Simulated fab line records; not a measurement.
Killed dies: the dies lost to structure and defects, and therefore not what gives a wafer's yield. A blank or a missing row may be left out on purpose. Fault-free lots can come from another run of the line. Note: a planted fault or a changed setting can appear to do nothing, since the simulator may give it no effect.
Matching of chambers -- flow n5Finfet -- N5_MOL_CONTACT_COAG_ALD_131 on aldSin-01 has 4 sister chambers
The step deposits SiO2, target thk 5 nm, pulse time 1 s, co reactant pulse time 1 s. 20 wafers are shown with their chamber, then 10 later ones without.

== WAFERS, EACH WITH ITS CHAMBER ==
wafer,chamber,heaterPowerW (W),precursorPulseHeightRel
L074.2,3,81,1.007
L074.3,0,82,0.965
L074.5,2,72,0.980
L080.1,1,75,0.995
L080.2,0,80,0.998
L080.6,1,77,1.024
L084.4,2,74,1.031
L084.5,3,83,0.985
L084.6,2,73,0.966
L085.3,2,73,0.955
L085.4,3,81,0.998
L085.5,3,82,0.985
L086.1,3,83,0.977
L086.3,0,82,0.990
L086.5,3,84,0.983
L089.1,3,84,0.981
L089.2,1,75,1.016
L089.6,3,84,1.014
L091.4,3,82,0.997
L091.5,1,77,0.980

SIGNATURES (means of the wafers above)
reading,chamber 0,chamber 1,chamber 2,chamber 3,scatter within a chamber
heaterPowerW,81.33,76.00,73.00,82.67,1.14
precursorPulseHeightRel,0.98433,1.00375,0.98300,0.99189,0.0201
Rule: for a wafer and a chamber, the distance is found by dividing, reading by reading, the gap between the wafer's reading and the chamber's mean by the reading's scatter, squaring, summing and taking the root. The wafer belongs to the nearest chamber; if the next one is less than 2 further off, it can't be placed. The scatter: take each reading less its chamber's mean, square it, sum over the shown wafers, divide by the number of wafers less the number of chambers, and take the root.

== WAFERS MISSING THEIR CHAMBER ==
wafer,heaterPowerW (W),precursorPulseHeightRel
L091.6,83,0.995
L092.1,74,1.020
L092.3,79,0.999
L092.4,81,0.998
L093.1,76,0.965
L093.2,79,1.020
L093.5,82,0.971
L095.4,76,1.023
L095.5,77,0.982
L095.6,82,0.985

== EACH ONE'S CHAMBER ==
wafer,from the rows above,in truth
L091.6,can't be placed: 3 or 0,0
L092.1,can't be placed: 1 or 2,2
L092.3,can't be placed: 0 or 1 or 3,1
L092.4,can't be placed: 0 or 3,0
L093.1,can't be placed: 1 or 2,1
L093.2,can't be placed: 0 or 1 or 3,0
L093.5,can't be placed: 0 or 3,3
L095.4,1,1
L095.5,1,1
L095.6,can't be placed: 0 or 3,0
Correct placement for 2 of the 10. Unplaceable from these rows: 8, with the true chamber sitting among the candidates in 8. 0 placed wrongly.
